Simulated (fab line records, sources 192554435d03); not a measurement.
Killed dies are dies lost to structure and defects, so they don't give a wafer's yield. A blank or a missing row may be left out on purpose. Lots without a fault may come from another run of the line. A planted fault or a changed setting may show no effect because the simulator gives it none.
A struck lot beside a sound one | flow n5_finfet | 15 steps out of a route of 1938
Sound: wafers L987.2, L987.4, L987.6. Struck: wafers L998.2, L998.4, L998.5. The cause comes at the end.
At each step with rows: each side's tool, then ch and its chambers, then its first start. Under that, the readings that differ: sound wafers | struck wafers | difference of the means | sigmas: that difference in standard deviations of wafers without a fault.
alike: readings whose means differ by less than 2 such deviations, and words and numbers that are the same on both sides. not compared: withheld readings, readings that some wafer has no value for, bounds like >300 that may hide the same value, and numbers for which the record gives no deviation and whose values overlap.
The two part at a step that has a row with sigmas, a row that says differs or no value, or rows on one side only. Numbers that don't overlap but have no deviation are shown without sigmas and don't part them. A reading that every wafer of one side lacks parts them only if that side has two wafers or more.

N5_SD_EPI_P_CD_MEAS_09: target cd 240 nm.
  sound on cd_sem-02 ch 0, day 4 19:31; struck on cd_sem-01 ch 0, day 7 12:16
  alike: cd_nm
N5_SD_EPI_P_OVL_MEAS_10:
  sound on overlay-02 ch 0, day 4 19:32; struck on overlay-02 ch 0, day 7 12:18
  alike: SD_P_BLK_OVL
N5_SD_EPI_P_INSPECT_11: inspects for defects (macro).
  sound on defect_inspect-02, day 4 19:34; struck on defect_inspect-01, day 7 12:19
  alike: raw_defect_count
then, 2 steps without rows for these wafers: N5_SD_EPI_P_DESCUM_14 (chemistry O2, time 7.9 s); N5_SD_EPI_P_ETCH_36 (etches SiARC in CF4, target depth 45.5 nm, time 75.8 s).
N5_SD_EPI_P_ETCH_37: etches SOC in N2/H2, overetch 108 nm, time 486 s.
  sound on rie_diel-06 ch 0,2,3, day 4 19:41; struck on rie_diel-02 ch 2,3, day 7 12:27
  alike: bias_w, chamber_pressure_mTorr, drypump_motor_current_A, oes_product_au, rf_vpp_V, showerhead_plenum_p_Torr, throttle_valve_pct
  not compared: rf_hours_counter_h
then, 1 step without rows for these wafers: N5_SD_EPI_P_STRIP_38 (strips in N2/H2).
N5_SD_EPI_P_ETCHBACK_46: etches SiNx in CH3F/O2, stops on SiO2, target depth 17.5 nm.
  sound on rie_diel-06 ch 0,2,3, day 4 20:01; struck on rie_diel-02 ch 2,3, day 7 12:46
  alike: drypump_motor_current_A, oes_product_au, rf_vpp_V, showerhead_plenum_p_Torr, throttle_valve_pct
  not compared: rf_hours_counter_h
N5_SD_EPI_P_ETCH_47: etches SiOCN in CH3F/O2, target depth 25 nm.
  sound on rie_diel-06 ch 0,2,3, day 4 20:07; struck on rie_diel-02 ch 2,3, day 7 12:52
  alike: CH3F_flow_sccm, O2_flow_sccm, drypump_motor_current_A, oes_product_au, rf_vpp_V, showerhead_plenum_p_Torr, throttle_valve_pct
  not compared: rf_hours_counter_h
N5_SD_EPI_P_ETCH_16: etches SiO2 in CHF3/O2, target depth 5 nm.
  sound on rie_diel-06 ch 0,2,3, day 4 20:13; struck on rie_diel-02 ch 2,3, day 7 12:58
  alike: CHF3_flow_sccm, O2_flow_sccm, drypump_motor_current_A, oes_product_au, rf_vpp_V, showerhead_plenum_p_Torr, throttle_valve_pct
  not compared: rf_hours_counter_h
then, 2 steps without rows for these wafers: N5_SD_EPI_P_STRIP_50 (strips in CHF3/O2); N5_SD_EPI_P_SD_RECESS_17 (chemistry HBr/Cl2/O2, target depth 39.1 nm, bt time 3 s).
N5_SD_EPI_P_WET_ETCH_45: etches SiO2 in dHF, time 10.7 s, target depth 2 nm, rinse time 30 s.
  sound on wet_bench-02 ch 1,3,6, day 4 20:23; struck on wet_bench-06 ch 1,3,7, day 7 13:08
  no value came back on the struck wafers for rinse_temp_c (C), rinse_time_s (s); on the sound wafers rinse_temp_c (C) reads 23.05 23.05 22.89
N5_SD_EPI_P_STRIP_40: strips in N2/H2.
  sound on plasma_asher-01 ch 0,1, day 4 20:26; struck on plasma_asher-01 ch 0,1, day 7 13:38
  alike: drypump_motor_current_A, heater_power_w, oes_product_au
  not compared: rf_hours_counter_h
-- the record jumps here: 7 days lie between the struck wafers' starts before and after (it left off in module SD_EPI_P and takes up again in module BEOL_M4, whose first step shown is number 1111 of the route) --
N5_BEOL_M4_RC_MEAS_101:
  sound on prober-02 ch 0, day 10 10:40; struck on prober-02 ch 0, day 14 23:02
  reading        | sound             | struck            | difference | sigmas
  IOFF_P (nA/um) | 0.236 0.270 0.251 | 0.211 0.183 0.181 | -0.061     | -2
  ION_P (uA/um)  | 475 481 470       | 458 456 460       | -17        | -3
  alike: DIBL_N, DIBL_P, IOFF_N, ION_N, SS_N, SS_P, VT_N, VT_P

WHERE THEY PART
First at N5_SD_EPI_P_WET_ETCH_45; last, within this record, at N5_BEOL_M4_RC_MEAS_101.

WHY: what the simulator had put in
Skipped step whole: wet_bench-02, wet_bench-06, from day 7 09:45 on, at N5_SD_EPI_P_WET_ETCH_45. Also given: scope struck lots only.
